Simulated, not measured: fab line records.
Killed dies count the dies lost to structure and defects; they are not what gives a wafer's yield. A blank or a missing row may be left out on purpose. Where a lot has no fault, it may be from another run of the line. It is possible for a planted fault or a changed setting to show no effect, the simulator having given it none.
The tool behind it: which one? -- flow nand harc -- 24 lots, 72 wafers sampled, at 5 steps of a route of 1302

== WHAT EACH GAUGE READ, for each wafer ==
NHARC_A_SGD_CUT_THK_MEAS_22: measures by ellipsometry.
lot,measured,on,thk nm (nm)
L074,day 19 12:19,film metro-02,146.0 149.7 147.1
L075,day 20 04:04,film metro-01,148.8 148.9 150.0
L076,day 20 03:54,film metro-01,146.3 147.8 148.9
L077,day 20 12:30,film metro-02,147.7 148.1 150.2
L078,day 21 01:34,film metro-02,148.7 149.1 150.5
L080,day 21 15:10,film metro-02,146.6 149.6 149.9
L079,day 21 15:10,film metro-01,147.7 150.7 149.7
L081,day 22 10:00,film metro-01,148.7 148.5 149.2
L082,day 23 11:55,film metro-02,148.1 149.0 150.0
L085,day 24 00:41,film metro-01,147.2 149.5 148.1
L083,day 24 00:41,film metro-02,146.8 145.8 145.9
L086,day 24 00:49,film metro-01,148.5 149.3 146.2
L084,day 24 09:32,film metro-01,147.5 147.3 147.8
L087,day 24 17:52,film metro-01,150.4 149.1 146.9
L088,day 25 13:30,film metro-02,149.7 148.5 148.5
L091,day 26 03:01,film metro-01,148.3 148.8 148.0
L090,day 26 13:26,film metro-02,147.1 145.1 147.9
L089,day 26 13:26,film metro-01,148.4 148.7 148.4
L092,day 26 17:29,film metro-01,148.7 147.0 147.8
L093,day 27 10:45,film metro-02,148.2 146.5 148.3
L094,day 27 17:34,film metro-02,150.0 147.3 149.4
L096,day 28 12:25,film metro-01,147.4 150.1 148.3
L095,day 28 12:25,film metro-02,148.1 149.5 148.3
L097,day 29 03:25,film metro-02,146.7 146.9 147.9

NHARC_A_SLIT_CD_MEAS_09: the cd target is 300 nm.
lot,measured,on,cd nm (nm)
L074,day 19 17:53,cd sem-02,299.7 300.2 300.0
L075,day 20 11:07,cd sem-03,300.9 301.4 300.7
L076,day 20 10:14,cd sem-02,301.0 299.9 300.3
L077,day 20 17:42,cd sem-03,299.6 300.4 300.1
L078,day 21 06:53,cd sem-01,299.7 299.9 299.1
L080,day 22 01:22,cd sem-01,299.9 300.5 300.4
L079,day 22 00:53,cd sem-03,300.0 299.8 299.9
L081,day 22 15:25,cd sem-02,300.7 300.7 301.1
L082,day 23 17:15,cd sem-01,299.6 299.6 299.2
L085,day 24 06:58,cd sem-03,300.3 299.7 300.0
L083,day 24 06:47,cd sem-01,299.3 299.5 299.6
L086,day 24 10:12,cd sem-02,299.4 299.3 299.4
L084,day 24 16:28,cd sem-02,300.7 299.9 300.1
L087,day 24 23:28,cd sem-02,300.3 299.2 299.8
L088,day 25 20:37,cd sem-01,299.5 299.6 299.8
L091,day 26 09:28,cd sem-03,300.4 300.2 299.4
L090,day 27 00:47,cd sem-03,301.0 301.4 301.4
L089,day 27 00:38,cd sem-02,300.2 300.3 300.3
L092,day 27 03:59,cd sem-03,300.1 300.1 300.4
L093,day 27 16:48,cd sem-03,301.2 301.0 301.0
L094,day 27 23:00,cd sem-01,299.8 299.1 299.7
L096,day 28 20:39,cd sem-02,299.8 300.0 299.6
L095,day 28 20:49,cd sem-03,300.8 300.5 300.7
L097,day 29 11:03,cd sem-01,299.4 299.3 299.1

NHARC_A_SLIT_INSPECT_11.
lot,measured,on,raw defect count
L074,day 19 18:00,defect inspect-02,119 121 89
L075,day 20 11:14,defect inspect-02,109 139 137
L076,day 20 10:22,defect inspect-01,58 68 74
L077,day 20 17:50,defect inspect-02,68 78 63
L078,day 21 07:01,defect inspect-02,56 59 79
L080,day 22 01:29,defect inspect-02,69 68 77
L079,day 22 01:01,defect inspect-01,86 85 72
L081,day 22 15:32,defect inspect-02,92 45 59
L082,day 23 17:23,defect inspect-01,33 34 34
L085,day 24 07:05,defect inspect-01,70 67 68
L083,day 24 06:55,defect inspect-01,82 87 86
L086,day 24 10:20,defect inspect-01,18 41 35
L084,day 24 16:35,defect inspect-02,62 59 62
L087,day 24 23:36,defect inspect-02,13 16 18
L088,day 25 20:45,defect inspect-02,48 46 51
L091,day 26 09:36,defect inspect-01,56 60 44
L090,day 27 00:55,defect inspect-02,67 70 57
L089,day 27 00:46,defect inspect-02,55 60 51
L092,day 27 04:06,defect inspect-01,73 54 50
L093,day 27 16:56,defect inspect-01,40 27 18
L094,day 27 23:08,defect inspect-01,76 76 79
L096,day 28 20:46,defect inspect-01,90 85 87
L095,day 28 20:56,defect inspect-01,13 12 16
L097,day 29 11:11,defect inspect-01,12 19 14

== EACH LOT AND THE TOOL THAT RAN IT (in order: tool; ch and the chambers of the sampled wafers; start) ==
lot,NHARC_A_STAIRCASE_ETCH_444,NHARC_A_SGD_CUT_ETCH_58
L074,"rie diel-08 ch 0,3, day 18 21:58","rie diel-13 ch 0,2,3, day 19 06:40"
L075,"rie diel-03 ch 1,2,3, day 19 14:00","rie diel-05 ch 1,3, day 19 22:01"
L076,"rie diel-10 ch 0,2,3, day 19 14:19","rie diel-09 ch 0,2,3, day 19 21:59"
L077,"rie diel-10 ch 1,2,3, day 19 19:37","rie diel-13 ch 2,3, day 20 02:46"
L078,"rie diel-08 ch 0,1, day 20 11:14","rie diel-13 ch 1,3, day 20 19:16"
L080,"rie diel-03 ch 0,2,3, day 21 00:44","rie diel-13 ch 0,2, day 21 09:41"
L079,"rie diel-10 ch 1,3, day 21 01:23","rie diel-09 ch 2,3, day 21 08:50"
L081,"rie diel-08 ch 1,2,3, day 21 19:29","rie diel-13 ch 0,2, day 22 03:33"
L082,"rie diel-03 ch 0,1, day 22 19:26","rie diel-09 ch 0,2, day 23 03:07"
L085,"rie diel-10 ch 1,2,3, day 23 10:48","rie diel-13 ch 0,2, day 23 18:50"
L083,"rie diel-03 ch 0,1,3, day 23 11:06","rie diel-05 ch 1,2,3, day 23 18:37"
L086,"rie diel-08 ch 0,1, day 23 11:54","rie diel-09 ch 2,3, day 23 19:29"
L084,"rie diel-10 ch 1,3, day 23 17:10","rie diel-13 ch 0,1,3, day 24 00:48"
L087,"rie diel-10 ch 1,2,3, day 24 03:59","rie diel-13 ch 1,3, day 24 11:34"
L088,"rie diel-10 ch 0,1,2, day 24 22:59","rie diel-13 ch 2,3, day 25 07:04"
L091,"rie diel-10 ch 0,1,3, day 25 13:15","rie diel-13 ch 0,2,3, day 25 20:23"
L090,"rie diel-08 ch 1,2, day 25 23:08","rie diel-13 ch 1,2,3, day 26 07:31"
L089,"rie diel-03 ch 1,3, day 25 23:49","rie diel-05 ch 0,1,2, day 26 07:43"
L092,"rie diel-08 ch 1,2, day 26 02:18","rie diel-13 ch 0,1,2, day 26 11:22"
L093,"rie diel-03 ch 0,1,2, day 26 20:23","rie diel-13 ch 0,1,2, day 27 04:18"
L094,"rie diel-08 ch 0,2, day 27 04:07","rie diel-13 ch 0,1,3, day 27 11:38"
L096,"rie diel-08 ch 2,3, day 27 20:04","rie diel-13 ch 0,1,3, day 28 04:07"
L095,"rie diel-10 ch 0,1,2, day 27 20:14","rie diel-13 ch 0,3, day 28 05:13"
L097,"rie diel-08 ch 2,3, day 28 10:34","rie diel-05 ch 0,1,3, day 28 18:38"
- NHARC_A_STAIRCASE_ETCH_444: etches the open film in C4F8/O2, target depth 20400 nm, time 6800 s.
- NHARC_A_SGD_CUT_ETCH_58: etches the open film in CF4, target depth 39 nm, time 65 s.

== WHAT THE TOOLS THEMSELVES READ (means of the sampled wafers that have a number; where no wafer has one, the mark that the record gives instead) ==
NHARC_A_STAIRCASE_ETCH_444.
lot,tool,oes product au (a.u.),rf vpp V (V)
L074,rie diel-08,0.927,807
L075,rie diel-03,0.916,801
L076,rie diel-10,0.969,808
L077,rie diel-10,0.976,808
L078,rie diel-08,0.920,811
L080,rie diel-03,0.959,812
L079,rie diel-10,0.913,810
L081,rie diel-08,0.931,807
L082,rie diel-03,0.919,808
L085,rie diel-10,0.914,807
L083,rie diel-03,0.915,805
L086,rie diel-08,0.928,810
L084,rie diel-10,0.919,805
L087,rie diel-10,0.915,806
L088,rie diel-10,0.925,802
L091,rie diel-10,0.926,806
L090,rie diel-08,0.987,809
L089,rie diel-03,0.924,803
L092,rie diel-08,0.937,810
L093,rie diel-03,0.927,808
L094,rie diel-08,0.927,810
L096,rie diel-08,0.935,813
L095,rie diel-10,0.947,803
L097,rie diel-08,0.924,812

NHARC_A_SGD_CUT_ETCH_58.
lot,tool,cf4 flow sccm (sccm),drypump motor current A (A),oes product au (a.u.),rf vpp V (V),showerhead plenum p Torr (Torr),throttle valve pct (%)
L074,rie diel-13,150.4,6.0,1.002,151.7,1.82,13.281
L075,rie diel-05,149.8,5.3,0.997,151.9,1.82,13.292
L076,rie diel-09,149.8,6.0,0.993,151.9,1.82,13.281
L077,rie diel-13,150.4,5.8,1.008,152.3,1.82,13.295
L078,rie diel-13,150.0,5.9,1.006,150.1,1.74,13.304
L080,rie diel-13,149.7,6.2,0.990,151.5,1.82,13.279
L079,rie diel-09,149.9,6.0,1.001,152.4,1.85,13.278
L081,rie diel-13,150.2,6.2,1.003,153.6,1.84,13.285
L082,rie diel-09,150.2,6.3,0.982,151.8,1.79,13.282
L085,rie diel-13,149.5,6.2,0.999,152.6,1.84,13.280
L083,rie diel-05,149.8,5.6,0.999,152.0,1.84,13.277
L086,rie diel-09,149.8,5.7,1.008,152.4,1.84,13.277
L084,rie diel-13,150.1,5.9,0.995,151.7,1.76,13.288
L087,rie diel-13,149.5,5.9,1.005,150.7,1.74,13.282
L088,rie diel-13,149.1,5.8,0.993,151.3,1.82,13.281
L091,rie diel-13,150.1,6.0,1.001,151.6,1.82,13.278
L090,rie diel-13,149.9,5.9,1.002,151.7,1.79,13.278
L089,rie diel-05,149.7,5.6,0.995,152.1,1.81,13.288
L092,rie diel-13,149.6,6.1,1.003,151.1,1.79,13.284
L093,rie diel-13,150.0,6.1,0.998,150.7,1.79,13.276
L094,rie diel-13,149.9,5.9,1.003,151.4,1.76,13.285
L096,rie diel-13,150.1,5.9,1.007,151.1,1.76,13.278
L095,rie diel-13,150.4,6.0,0.991,151.7,1.79,13.284
L097,rie diel-05,149.6,5.2,1.005,151.9,1.78,13.281

== THE ANSWER, worked out from the rows above alone ==
Rule: the usual values come from the lots themselves. The widest of any qualifying gaps counts: lots, ordered by their means at a reading, are off when they make up no more than a third of the lots, leave a main group of 4 or more, and stand apart from it by 3 or more times the standard deviation of that group's means. The tables above print the reading to a certain number of digits; a main group whose means all agree to those digits is not used. Also off: a lot with no number at a reading for which 4 or more lots have one. All remaining lots with rows at the step are treated as sound. Order of review: gauges by route order, followed by the tools' own readings, for which a lot's mean as printed above is used. At the first step where some lot is off, the reading lying furthest off is the one used; lots without a number count as furthest.
No lot is off on any of the readings shown, so nothing can be concluded from this.

== WHAT THE SIMULATOR PUT IN ==
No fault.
